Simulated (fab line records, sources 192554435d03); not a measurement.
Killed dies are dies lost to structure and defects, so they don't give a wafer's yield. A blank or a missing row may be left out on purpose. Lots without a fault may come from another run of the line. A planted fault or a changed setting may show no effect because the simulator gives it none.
Chamber matching | flow n5_finfet | N5_BEOL_M15_STRIP_36 on rie_diel-02: 4 sister chambers
The step strips in O2. 4 wafers are shown with their chamber, then 6 later ones without.

WAFERS WITH THEIR CHAMBER
wafer  | chamber | showerhead_plenum_p_Torr (Torr)
L328.5 | 3       | 1.98
L331.6 | 1       | 1.98
L343.3 | 0       | 2.03
L343.4 | 2       | 2.03

WAFERS WITHOUT THEIR CHAMBER
wafer  | showerhead_plenum_p_Torr (Torr)
L343.6 | 2.24
L348.2 | 2.23
L348.3 | 2.02
L348.4 | 2.23
L349.1 | 2.02
L349.3 | 2.23

WHICH CHAMBER EACH WENT THROUGH
wafer  | from the rows above               | in truth
L343.6 | can't be placed: 0 or 2 or 1 or 3 | 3
L348.2 | can't be placed: 0 or 2 or 1 or 3 | 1
L348.3 | can't be placed: 0 or 2 or 1 or 3 | 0
L348.4 | can't be placed: 0 or 2 or 1 or 3 | 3
L349.1 | can't be placed: 0 or 2 or 1 or 3 | 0
L349.3 | can't be placed: 0 or 2 or 1 or 3 | 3
Placed correctly: 0 of 6. Can't be placed from these rows: 6 (the true chamber is among the candidates in 6). Placed wrongly: 0.
How it was worked out, from the rows above alone: a wafer's distance from a chamber is the root of the sum, over the readings, of the square of ((its reading less the chamber's mean) divided by the reading's scatter). The wafer belongs to the nearest chamber; if the next one is less than 2 further off, it can't be placed. A chamber's mean is the mean of its shown wafers. The scatter: with one shown wafer a chamber, the root of the mean of the squares of how far each hidden wafer lies from its nearest shown one.
